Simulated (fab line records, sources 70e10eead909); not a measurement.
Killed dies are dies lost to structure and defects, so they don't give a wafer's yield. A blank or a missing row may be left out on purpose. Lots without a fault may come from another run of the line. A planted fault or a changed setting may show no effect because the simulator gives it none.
Which tool did it? | flow nand_harc | 14 lots, 42 wafers sampled, at 5 steps of a route of 1302

WHAT THE GAUGES READ, wafer by wafer
NHARC_A_ZERO_WELL_INSPECT_17.
lot  | measured     | on                | raw_defect_count
L988 | day 6 01:20  | defect_inspect-01 | 12 10 5
L990 | day 6 14:54  | defect_inspect-02 | 21 6 11
L992 | day 7 12:32  | defect_inspect-02 | 7 7 7
L991 | day 8 05:56  | defect_inspect-02 | 3 8 9
L994 | day 8 11:33  | defect_inspect-02 | 12 13 18
L995 | day 9 00:10  | defect_inspect-02 | 9 7 18
L997 | day 9 22:01  | defect_inspect-02 | 6 8 14
L998 | day 10 04:15 | defect_inspect-02 | 9 2 4
L999 | day 10 07:17 | defect_inspect-02 | 20 9 10
L104 | day 12 14:07 | defect_inspect-02 | 11 8 9
L105 | day 13 05:26 | defect_inspect-02 | 8 6 8
L108 | day 14 01:37 | defect_inspect-01 | 12 2 6
L107 | day 14 02:11 | defect_inspect-02 | 8 10 16
L109 | day 14 19:34 | defect_inspect-02 | 9 30 10

NHARC_A_SOURCE_PLATE_THK_MEAS_09: measures by ellipsometry.
lot  | measured     | on            | thk_nm (nm)
L988 | day 6 08:35  | film_metro-02 | 10.0 11.0 9.2
L990 | day 7 01:17  | film_metro-01 | 9.2 10.3 8.3
L992 | day 7 19:45  | film_metro-01 | 8.7 11.0 11.7
L991 | day 8 12:46  | film_metro-01 | 6.9 9.1 9.0
L994 | day 8 20:05  | film_metro-01 | 9.0 10.2 9.8
L995 | day 9 07:04  | film_metro-02 | 11.6 10.8 8.8
L997 | day 10 05:22 | film_metro-01 | 9.0 9.3 10.1
L998 | day 10 13:40 | film_metro-02 | 10.0 8.7 10.6
L999 | day 10 13:40 | film_metro-01 | 9.2 9.6 9.9
L104 | day 12 20:56 | film_metro-01 | 8.4 9.0 8.3
L105 | day 13 13:35 | film_metro-01 | 10.3 7.2 9.9
L108 | day 14 08:56 | film_metro-02 | 10.5 11.2 10.0
L107 | day 14 08:58 | film_metro-01 | 9.7 9.3 8.9
L109 | day 15 02:49 | film_metro-02 | 10.8 8.6 10.2

NHARC_A_ONON_D1_THK_MEAS_05: measures by ellipsometry.
lot  | measured     | on            | thk_nm (nm)
L988 | day 6 22:50  | film_metro-01 | 1009 1011 1011
L990 | day 7 15:35  | film_metro-01 | 1003 1007 1003
L992 | day 8 10:23  | film_metro-02 | 998 1000 1000
L991 | day 9 04:21  | film_metro-02 | 1006 1007 1006
L994 | day 9 11:52  | film_metro-01 | 1006 1005 1005
L995 | day 9 21:37  | film_metro-02 | 1008 1007 1006
L997 | day 10 19:14 | film_metro-02 | 992 991 993
L998 | day 11 04:01 | film_metro-01 | 1012 1011 1011
L999 | day 11 04:00 | film_metro-01 | 1016 1016 1016
L104 | day 13 11:07 | film_metro-01 | 1682 1682 1683
L105 | day 14 03:46 | film_metro-02 | 1009 1008 1010
L108 | day 14 23:01 | film_metro-01 | 1001 1003 1002
L107 | day 14 23:01 | film_metro-02 | 1673 1675 1677
L109 | day 15 19:46 | film_metro-01 | 1009 1010 1010

NHARC_END_SORT_01.
lot  | measured     | on        | killed_at_array | killed_at_other | killed_at_periphery | killed_dies | killed_open | killed_short
L104 | day 29 12:02 | prober-01 | 672 670 669     | 0 0 0           | 5 7 8               | 677 677 677 | 1 1 6       | 4 1 3
L107 | day 32 10:44 | prober-02 | 673 671 671     | 0 1 1           | 4 5 5               | 677 677 677 | 7 3 4       | 4 3 3

WHICH TOOL RAN EACH LOT (tool, then ch and the chambers of the sampled wafers, then the start)
lot  | NHARC_A_ONON_D1_DEP_03
L988 | pecvd_onon-01 ch 0, day 6 22:23
L990 | pecvd_onon-01 ch 0, day 7 15:08
L992 | pecvd_onon-03 ch 0, day 8 09:52
L991 | pecvd_onon-03 ch 0, day 9 03:58
L994 | pecvd_onon-02 ch 0, day 9 11:22
L995 | pecvd_onon-02 ch 0, day 9 21:07
L997 | pecvd_onon-02 ch 0, day 10 18:43
L998 | pecvd_onon-01 ch 0, day 11 03:30
L999 | pecvd_onon-02 ch 0, day 11 03:30
L104 | pecvd_onon-03 ch 0, day 13 10:43
L105 | pecvd_onon-02 ch 0, day 14 03:16
L108 | pecvd_onon-02 ch 0, day 14 22:40
L107 | pecvd_onon-03 ch 0, day 14 22:34
L109 | pecvd_onon-01 ch 0, day 15 19:18
- NHARC_A_ONON_D1_DEP_03: target thk 1000 nm.

WHAT THE TOOLS THEMSELVES READ (means of the sampled wafers that have a number; where no wafer has one, the mark that the record gives instead)
NHARC_A_ONON_D1_DEP_03.
lot  | tool          | sih4_flow_sccm (sccm)
L988 | pecvd_onon-01 | 210.1
L990 | pecvd_onon-01 | 209.8
L992 | pecvd_onon-03 | 210.4
L991 | pecvd_onon-03 | 210.5
L994 | pecvd_onon-02 | 210.1
L995 | pecvd_onon-02 | 209.0
L997 | pecvd_onon-02 | 210.1
L998 | pecvd_onon-01 | 210.7
L999 | pecvd_onon-02 | 210.2
L104 | pecvd_onon-03 | 210.3
L105 | pecvd_onon-02 | 210.3
L108 | pecvd_onon-02 | 209.6
L107 | pecvd_onon-03 | 209.3
L109 | pecvd_onon-01 | 209.5

THE ANSWER, worked out from the rows above alone
Rule: what is usual is taken from the lots themselves. Put in order of their means at a reading, lots are off if they are a third of the lots or fewer, leave a main group of 4 or more, and stand apart from it by a gap of 3 or more times the standard deviation of the main group's means; of several such gaps the widest counts. A main group whose means are all the same, to the digits that the tables above print for the reading, isn't used. A lot without any number at a reading at which 4 lots or more have one is off too. The other lots that the step has rows for count as sound. The gauges are gone through in route order, then the tools' own readings, and for those a lot's mean is taken as printed above. The first step at which some lot is off is used, and at that step the reading that is off furthest; a lot without a number counts as furthest.
Off: L104, L107, at NHARC_A_ONON_D1_THK_MEAS_05 (thk_nm). The main group: mean 1006 nm, standard deviation 6.
A tool fits if, at a process step before that reading, it ran every lot that is off, and no sound lot after the first of them. The gauges at NHARC_A_ONON_D1_THK_MEAS_05 are tried like those tools. One fits: pecvd_onon-03 at NHARC_A_ONON_D1_DEP_03. Its last sound lot is L991 (day 9 03:58), its first lot that is off L104 (day 13 10:43): a fault that began between those two fits.

WHAT THE SIMULATOR HAD PUT IN
Process parameter drift: pecvd_onon-03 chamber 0, from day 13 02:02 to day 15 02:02, at NHARC_A_ONON_D1_DEP_03. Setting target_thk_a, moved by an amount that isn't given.
Lots struck among those shown: L104, L107. The rule above found the same.
